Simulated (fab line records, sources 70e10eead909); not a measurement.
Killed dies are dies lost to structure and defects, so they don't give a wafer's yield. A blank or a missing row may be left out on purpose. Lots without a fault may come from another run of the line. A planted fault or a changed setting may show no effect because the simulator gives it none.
A struck lot beside a sound one | flow nand_harc | 15 steps out of a route of 1302
Sound: wafers L318.4, L318.5, L318.6. Struck: wafers L325.3, L325.4, L325.6. The cause comes at the end.
At each step with rows: each side's tool, then ch and its chambers, then its first start. Under that, the readings that differ: sound wafers | struck wafers | difference of the means | sigmas: that difference in standard deviations of wafers without a fault.
alike: readings whose means differ by less than 2 such deviations, and words and numbers that are the same on both sides. not compared: withheld readings, readings that some wafer has no value for, bounds like >300 that may hide the same value, and numbers for which the record gives no deviation and whose values overlap.
The two part at a step that has a row with sigmas, a row that says differs or no value, or rows on one side only. Numbers that don't overlap but have no deviation are shown without sigmas and don't part them. A reading that every wafer of one side lacks parts them only if that side has two wafers or more.

NHARC_A_M1_PRE_CLEAN_32: time 12 s.
  sound on pecvd-03 ch 0,1,2, day 25 06:21; struck on pecvd-01 ch 1,2, day 27 21:49
  alike: heater_power_w
NHARC_A_M1_DEP_33: deposits SiCN, target thk 30 nm.
  sound on pecvd-03 ch 0,1,2, day 25 06:31; struck on pecvd-01 ch 1,2, day 27 21:56
  alike: chamber_pressure_Torr, heater_power_w
NHARC_A_BONDPAD_DEP_00: deposits SiCN, target thk 250 nm.
  sound on pecvd-01 ch 0,1,2, day 25 07:05; struck on pecvd-03 ch 0,1,2, day 27 22:29
  alike: chamber_pressure_Torr, heater_power_w
NHARC_A_BONDPAD_CMP_29: polishes SiCN, target thk 200 nm.
  sound on cmp-01 ch 0,2,3, day 25 07:26; struck on cmp-04 ch 0,1,2, day 27 22:53
  alike: motor_current_A
NHARC_A_BONDPAD_THK_MEAS_30: measures by ellipsometry.
  sound on film_metro-02, day 25 07:37; struck on film_metro-02, day 27 23:06
  alike: thk_nm
then, 7 steps without rows for these wafers: NHARC_A_BONDPAD_SRD_31; NHARC_A_BONDPAD_DEHYDRATE_01 (time 120 s); NHARC_A_BONDPAD_HMDS_02 (time 30 s); NHARC_A_BONDPAD_COAT_33 (time 65 s); NHARC_A_BONDPAD_COAT_03 (resist thk 600 nm); NHARC_A_BONDPAD_SOFTBAKE_04 (time 70 s); NHARC_A_BONDPAD_EBR_05.
NHARC_A_BONDPAD_EXPOSE_06: exposes mask A BPAD.
  sound on krf_scanner-04 ch 0, day 25 08:04; struck on krf_scanner-04 ch 0, day 27 23:24
  reading              | sound             | struck            | difference | sigmas
  exposure_dose_mJ_cm2 | 37.06 36.98 37.04 | 38.79 38.79 38.76 | +1.75      | +57
  alike: mask
then, 1 step without rows for these wafers: NHARC_A_BONDPAD_PEB_07 (peb time 80 s).
NHARC_END_SORT_01:
  sound on prober-01 ch 0, day 26 18:35; struck on prober-01 ch 0, day 29 07:22
  alike: defect_limited_yield, killed_at_array, killed_at_other, killed_at_periphery, killed_dies, killed_open, killed_short

WHERE THEY PART
Only at NHARC_A_BONDPAD_EXPOSE_06, within this record. Later steps at which nothing parts them and some readings are alike: NHARC_END_SORT_01.

WHY: what the simulator had put in
Process parameter drift: krf_scanner-04, from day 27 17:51 on, at NHARC_A_BONDPAD_EXPOSE_06. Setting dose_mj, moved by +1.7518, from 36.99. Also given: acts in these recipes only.
